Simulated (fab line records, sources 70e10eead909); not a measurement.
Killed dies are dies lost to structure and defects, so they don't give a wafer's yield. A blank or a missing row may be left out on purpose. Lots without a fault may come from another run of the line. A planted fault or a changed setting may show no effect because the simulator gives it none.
Chamber matching | flow nand_harc | NHARC_A_M0_PRE_CLEAN_31 on pecvd-04: 3 sister chambers
The step time 12 s. 3 wafers are shown with their chamber, then 9 later ones without.

WAFERS WITH THEIR CHAMBER
wafer  | chamber | heater_power_w (W)
L092.1 | 2       | 572
L092.2 | 1       | 600
L092.5 | 0       | 529

WAFERS WITHOUT THEIR CHAMBER
wafer  | heater_power_w (W)
L093.2 | 608
L093.3 | 572
L093.4 | 596
L096.1 | 585
L096.3 | 552
L096.6 | 538
L097.1 | 581
L097.2 | 575
L097.5 | 562

WHICH CHAMBER EACH WENT THROUGH
wafer  | from the rows above     | in truth
L093.2 | 1                       | 1
L093.3 | 2                       | 2
L093.4 | can't be placed: 1 or 2 | 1
L096.1 | can't be placed: 2 or 1 | 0
L096.3 | can't be placed: 2 or 0 | 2
L096.6 | 0                       | 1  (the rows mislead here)
L097.1 | can't be placed: 2 or 1 | 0
L097.2 | 2                       | 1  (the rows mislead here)
L097.5 | 2                       | 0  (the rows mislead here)
Placed correctly: 2 of 9. Can't be placed from these rows: 4 (the true chamber is among the candidates in 2). Placed wrongly: 3.
How it was worked out, from the rows above alone: a wafer's distance from a chamber is the root of the sum, over the readings, of the square of ((its reading less the chamber's mean) divided by the reading's scatter). The wafer belongs to the nearest chamber; if the next one is less than 2 further off, it can't be placed. A chamber's mean is the mean of its shown wafers. The scatter: with one shown wafer a chamber, the root of the mean of the squares of how far each hidden wafer lies from its nearest shown one.
